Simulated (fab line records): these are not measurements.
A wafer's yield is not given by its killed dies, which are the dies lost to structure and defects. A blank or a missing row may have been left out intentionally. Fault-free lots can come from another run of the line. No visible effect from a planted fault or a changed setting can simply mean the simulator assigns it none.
fab line records	flow n5Finfet
[record] lots = 11	wafers = 29	lastDay = 19
route steps=1938 shown BEOL_M0@723 BEOL_M1@751 BEOL_M4@1111
lots that met no fault: from a run of the same line without faults
startH: hours from the record's opening day to when the first of the lot's shown wafers began	waitH: hours elapsed since this lot's preceding step	" the same as in the row above	L1.1+2: several wafers, shown together as one row	- no value, or no start was given	* or withheld: withheld	< > ~ a bound
route shown NAME@n: a module of which the file shows steps, and the number in the route of the first	usual: mean and standard deviation over wafers with no fault	same: alike in all rows	chamber/n: place in a boat	sites: readings site by site	_std_site: the values' standard deviation	_edge_site: mean of outer sites minus mean of inner sites	radiusMm: how far each site lies from the wafer's centre	mask NAME#n: copy n	behind: the last tool/chamber to shape the wafer	hold: what put the lot on hold/how long, in hours/how the hold closed	device: transistor that didn't switch, given as n, p or np	end of line: at the end of the route, the tests of the same wafers	a step without rows: its recipe alone	killed: the dies lost at the first sort to structure and to defects; this is not the yield of the wafer	map: per-die view of a wafer (x killed, . not killed, _ where there is no die)
set.NAME: the setting as run; set.NAME@STEP: as run at that earlier step	model.NAME: the simulator's own value behind a step, which no gauge read
one table for each step of the route and one row for each wafer, over a sample of lots
services: the hour from which a tool's chamber was out of use, counted from the record's first day as startH (under 0 if before that day), plus the number of hours and why
[[steps]]
[step N5_BEOL_M0_OCD_MEAS_108]
[usual] trenchDepthNm = 32.4/0.79
lot.wafer	tool	chamber	startH	waitH	trenchDepthNm
L428.2	ocd-02	-	129.60	0.1	32.5
L428.5	"	-	"	"	31.0
L428.6	"	-	"	"	32.5
L429.4	ocd-01	-	137.88	0.1	31.9
L429.5	"	-	"	"	32.3
L429.6	"	-	"	"	31.3
L433.3	ocd-01	-	156.26	0.1	31.8
L433.4	"	-	"	"	32.0
L433.5	"	-	"	"	31.8
L434.2	ocd-02	-	156.36	0.1	32.5
L434.3	"	-	"	"	31.8
L434.5	"	-	"	"	31.3
L436.3	ocd-02	-	169.39	0.1	32.9
L436.4	"	-	"	"	32.1
L436.5	"	-	"	"	31.6
L440.1	ocd-02	-	200.86	0.1	32.9
L440.2	"	-	"	"	32.7
L440.4	"	-	"	"	32.5
L445.2	ocd-02	-	227.90	0.1	32.7
L445.4	"	-	"	"	32.8
L445.6	"	-	"	"	33.2
L446.5	ocd-01	-	231.16	0.0	32.3
L446.6	"	-	"	"	33.8
L447.2	ocd-01	-	241.42	0.1	32.1
L447.5	"	-	"	"	32.3
L448.1	ocd-02	-	245.03	0.1	32.5
L448.4	"	-	"	"	32.7
L450.4	ocd-02	-	255.01	0.1	32.7
L450.5	"	-	"	"	31.7
[step N5_BEOL_M0_DEGAS_112]
[recipe] ambient = vacuum	tempC = 250	timeS = 60
[usual] heaterPowerW = 331/31
lot.wafer	tool	chamber	startH	waitH	heaterPowerW
L428.2	pvdSputter-01	-	130.69	0.8	310
L428.5	"	-	"	"	311
L428.6	"	-	"	"	354
L429.4	pvdSputter-02	-	138.88	0.0	290
L429.5	"	-	"	"	287
L429.6	"	-	"	"	341
L433.3	pvdSputter-03	-	156.84	0.3	335
L433.4	"	-	"	"	314
L433.5	"	-	"	"	323
L434.2	pvdSputter-02	-	157.19	0.6	373
L434.3	"	-	"	"	342
L434.5	"	-	"	"	335
L436.3	pvdSputter-02	-	172.62	2.9	286
L436.4	"	-	"	"	284
L436.5	"	-	"	"	377
L440.1	pvdSputter-03	-	201.16	0.0	324
L440.2	"	-	"	"	336
L440.4	"	-	"	"	315
L445.2	pvdSputter-01	-	229.25	1.0	430
L445.4	"	-	"	"	306
L445.6	"	-	"	"	360
L446.5	pvdSputter-02	-	233.29	1.8	280
L446.6	"	-	"	"	384
L447.2	pvdSputter-02	-	242.35	0.6	338
L447.5	"	-	"	"	288
L448.1	pvdSputter-03	-	246.03	0.4	321
L448.4	"	-	"	"	325
L450.4	pvdSputter-01	-	255.53	0.2	302
L450.5	"	-	"	"	413
[step N5_BEOL_M0_PRE_CLEAN_113]
[recipe] gas = H2/He	timeS = 30	tempC = 250
[usual] heaterPowerW = 330/32
lot.wafer	tool	chamber	startH	waitH	heaterPowerW
L428.2	pvdSputter-01	-	130.73	0.0	297
L428.5	"	-	"	"	301
L428.6	"	-	"	"	360
L429.4	pvdSputter-02	-	138.92	0.0	285
L429.5	"	-	"	"	292
L429.6	"	-	"	"	332
L433.3	pvdSputter-03	-	156.88	0.0	344
L433.4	"	-	"	"	320
L433.5	"	-	"	"	321
L434.2	pvdSputter-02	-	157.23	0.0	385
L434.3	"	-	"	"	334
L434.5	"	-	"	"	335
L436.3	pvdSputter-02	-	172.66	0.0	288
L436.4	"	-	"	"	285
L436.5	"	-	"	"	373
L440.1	pvdSputter-03	-	201.20	0.0	329
L440.2	"	-	"	"	340
L440.4	"	-	"	"	317
L445.2	pvdSputter-01	-	229.29	0.0	419
L445.4	"	-	"	"	298
L445.6	"	-	"	"	360
L446.5	pvdSputter-02	-	233.33	0.0	286
L446.6	"	-	"	"	371
L447.2	pvdSputter-02	-	242.39	0.0	332
L447.5	"	-	"	"	289
L448.1	pvdSputter-03	-	246.07	0.0	329
L448.4	"	-	"	"	316
L450.4	pvdSputter-01	-	255.57	0.0	308
L450.5	"	-	"	"	417
[step N5_BEOL_M1_ILD_DEP_00]
[recipe] material = SiOC	targetThkA = 790	tempC = 350	precursor = DEMS/O2	pressureTorr = 5	rfW = 500	timeS = 15.3
[usual] heaterPowerW = 506/83	showerheadPlenumPTorr = 5.701/0.013	throttleValvePct = 11.9/0.67
lot.wafer	tool	chamber	startH	waitH	heaterPowerW	showerheadPlenumPTorr	throttleValvePct
L428.2	pecvd-03	1	133.37	0.0	575	5.702	11.5
L428.5	"	0	"	"	466	5.702	11.3
L428.6	"	1	"	"	593	5.692	11.5
L429.4	pecvd-02	2	140.92	0.1	532	5.719	11.6
L429.5	"	1	"	"	505	5.723	11.8
L429.6	"	0	"	"	467	5.709	11.8
L433.3	pecvd-03	1	159.06	0.0	600	5.691	11.0
L433.4	"	2	"	"	588	5.718	11.2
L433.5	"	1	"	"	597	5.699	11.4
L434.2	pecvd-04	1	160.84	0.0	380	5.696	13.0
L434.3	"	0	"	"	513	5.694	12.7
L434.5	"	2	"	"	399	5.708	11.0
L436.3	pecvd-04	0	174.81	0.0	459	5.701	12.8
L436.4	"	1	"	"	429	5.705	13.1
L436.5	"	2	"	"	377	5.685	11.6
L440.1	pecvd-04	1	203.38	0.0	438	5.707	13.2
L440.2	"	0	"	"	507	5.706	12.7
L440.4	"	1	"	"	341	5.701	13.2
L445.2	pecvd-02	0	232.25	0.0	440	5.704	11.7
L445.4	"	2	"	"	435	5.723	11.8
L445.6	"	0	"	"	459	5.705	11.5
L446.5	pecvd-03	2	235.53	0.1	689	5.701	11.2
L446.6	"	0	"	"	517	5.691	11.4
L447.2	pecvd-03	0	245.94	0.0	487	5.676	11.4
L447.5	"	0	"	"	515	5.680	11.6
L448.1	pecvd-02	0	248.45	0.0	440	5.700	11.7
L448.4	"	2	"	"	481	5.713	12.1
L450.4	pecvd-04	1	260.56	0.1	435	5.701	13.2
L450.5	"	2	"	"	450	5.696	11.1
[step N5_BEOL_M1_THK_MEAS_01]
[recipe] reads = SiOC_of_BEOL_M1_ILD_DEP_00
[usual] M1_ILD_THK = 79.0/1.3
lot.wafer	tool	chamber	startH	waitH	M1_ILD_THK[nm]
L428.2	filmMetro-01	-	133.45	0.1	76.3
L428.5	"	-	"	"	79.3
L428.6	"	-	"	"	76.9
L429.4	filmMetro-01	-	140.97	0.0	79.1
L429.5	"	-	"	"	79.4
L429.6	"	-	"	"	81.5
L433.3	filmMetro-01	-	159.13	0.1	77.3
L433.4	"	-	"	"	80.4
L433.5	"	-	"	"	79.4
L434.2	filmMetro-02	-	160.90	0.1	78.7
L434.3	"	-	"	"	77.4
L434.5	"	-	"	"	78.1
L436.3	filmMetro-02	-	174.88	0.1	77.9
L436.4	"	-	"	"	81.0
L436.5	"	-	"	"	91.0
L440.1	filmMetro-02	-	203.45	0.0	93.3
L440.2	"	-	"	"	79.7
L440.4	"	-	"	"	81.2
L445.2	filmMetro-01	-	232.34	0.1	79.2
L445.4	"	-	"	"	78.3
L445.6	"	-	"	"	80.0
L446.5	filmMetro-02	-	235.59	0.0	80.3
L446.6	"	-	"	"	80.2
L447.2	filmMetro-01	-	246.01	0.1	79.9
L447.5	"	-	"	"	80.7
L448.1	filmMetro-01	-	248.52	0.1	79.1
L448.4	"	-	"	"	78.7
L450.4	filmMetro-02	-	260.61	0.0	81.7
L450.5	"	-	"	"	79.4
[step N5_BEOL_M4_RC_MEAS_101]
[usual] DIBL_N = 36.5/2.2	DIBL_P = 36.9/2.9	IOFF_N = 0.17/0.044	IOFF_P = 0.22/0.052	ION_N = 671/16	ION_P = 461/10	SS_N = 71.6/0.73	SS_P = 73.5/0.79	VT_N = 250/4.1	VT_P = -250/4.1
lot.wafer	tool	chamber	startH	waitH	DIBL_N[mV/V]	DIBL_P[mV/V]	IOFF_N[nA/um]	IOFF_P[nA/um]	ION_N[uA/um]	ION_P[uA/um]	SS_N[mV/dec]	SS_P[mV/dec]	VT_N[mV]	VT_P[mV]
L428.2	prober-02	0	196.53	0.2	35.9	36.2	0.15	0.21	666	459	70.7	73.0	249	-249
L428.5	"	0	"	"	36.7	36.3	0.15	0.20	656	453	71.3	73.7	250	-252
L428.6	"	0	"	"	35.2	36.0	0.14	0.21	664	461	71.9	73.2	253	-248
L429.4	prober-01	0	203.46	0.5	34.2	34.5	0.11	0.18	655	451	71.1	72.1	258	-254
L429.5	"	0	"	"	37.0	38.1	0.16	0.22	655	448	72.2	73.3	250	-252
L429.6	"	0	"	"	35.7	37.1	0.13	0.21	668	463	71.2	72.9	252	-251
L433.3	prober-01	0	213.08	0.3	37.5	38.7	0.20	0.24	692	466	72.0	74.6	246	-251
L433.4	"	0	"	"	34.3	35.8	0.14	0.20	654	450	71.6	73.7	253	-252
L433.5	"	0	"	"	36.0	36.9	0.16	0.20	671	457	72.1	73.9	251	-249
L434.2	prober-01	0	219.46	0.2	37.2	36.5	0.16	0.25	671	462	71.9	73.6	252	-246
L434.3	"	0	"	"	33.1	31.3	0.11	0.18	648	447	71.2	73.2	255	-248
L434.5	"	0	"	"	36.8	36.6	0.16	0.24	660	462	71.2	73.8	250	-247
L436.3	prober-01	0	234.27	0.3	38.5	37.3	0.19	0.25	694	466	72.3	73.6	247	-248
L436.4	"	0	"	"	42.5	43.5	0.31	0.40	705	483	72.5	75.3	241	-241
L436.5	"	0	"	"	39.5	39.5	0.23	0.30	695	477	72.6	73.9	247	-245
L440.1	prober-02	0	265.89	0.2	35.8	35.7	0.16	0.19	689	471	71.6	73.1	247	-249
L440.2	"	0	"	"	38.2	39.1	0.18	0.24	670	456	71.8	73.7	248	-249
L440.4	"	0	"	"	36.5	37.2	0.17	0.22	680	466	71.3	73.1	249	-251
L445.2	prober-01	0	297.22	0.2	32.5	32.7	0.11	0.14	658	455	69.8	71.9	252	-255
L445.4	"	0	"	"	40.5	41.8	0.22	0.26	677	461	72.3	75.3	247	-249
L445.6	"	0	"	"	35.3	35.7	0.14	0.18	657	453	70.3	73.5	251	-253
L446.5	prober-02	0	297.47	0.6	34.6	34.3	0.13	0.16	652	445	71.5	72.7	253	-253
L446.6	"	0	"	"	36.5	37.3	0.18	0.20	669	453	71.7	73.7	245	-250
L447.2	prober-02	0	315.73	0.2	35.1	34.2	0.16	0.24	682	478	71.1	72.9	251	-243
L447.5	"	0	"	"	40.6	41.2	0.31	0.38	707	487	72.5	74.8	241	-238
L448.1	prober-02	0	318.22	0.0	38.1	37.4	0.16	0.24	648	447	71.6	74.0	252	-250
L448.4	"	0	"	"	36.0	34.1	0.12	0.16	654	448	71.5	72.8	256	-254
L450.4	prober-01	0	340.80	0.5	40.2	42.9	0.23	0.29	669	456	72.3	74.7	248	-247
L450.5	"	0	"	"	42.3	44.0	0.28	0.33	702	471	73.4	75.0	242	-243
[[services]]
tool	chamber	startH	hours	kind
pecvd-02	-	114.96	5.5	pm
pecvd-04	-	125.96	1.0	repair
pecvd-03	2	126.51	-	clean
pecvd-03	2	126.51	29.5	scheduledDown
pecvd-03	2	126.51	29.5	ventCycle
pvdSputter-02	-	146.23	1.1	repair
pecvd-03	0	179.35	5.6	repair
pecvd-03	-	190.15	1.2	repair
pecvd-02	2	203.28	2.1	scheduledDown
pecvd-02	0	204.42	9.0	repair
pecvd-04	2	215.90	3.4	repair
pecvd-03	0	228.65	2.3	repair
pecvd-04	2	228.99	4.0	repair
pecvd-03	1	229.50	2.1	scheduledDown
pecvd-02	1	230.84	14.9	repair
[[key]]
[firstSign] step = N5_BEOL_M1_THK_MEAS_01	reading = M1_ILD_THK	direction = up	sigmas = 9.9	usual = 79.0	struck = 92.1
effect none on later readings
metAt N5_BEOL_M1_ILD_DEP_00
struckLots L436,L440
struckWafers L436.5,L440.1
notActingAt N5_BEOL_M0_OCD_MEAS_108,N5_BEOL_M0_DEGAS_112,N5_BEOL_M0_PRE_CLEAN_113
onsetBetween 160.84 174.81
[fault] kind = processParameterDrift	tool = pecvd-04	chamber = -	onsetH = 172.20	steps = N5_BEOL_M1_ILD_DEP_00	channel = timeS	offset = *	shape = step	endH = 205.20	scope = struckWafersOnly	actsIn = *	stated = *
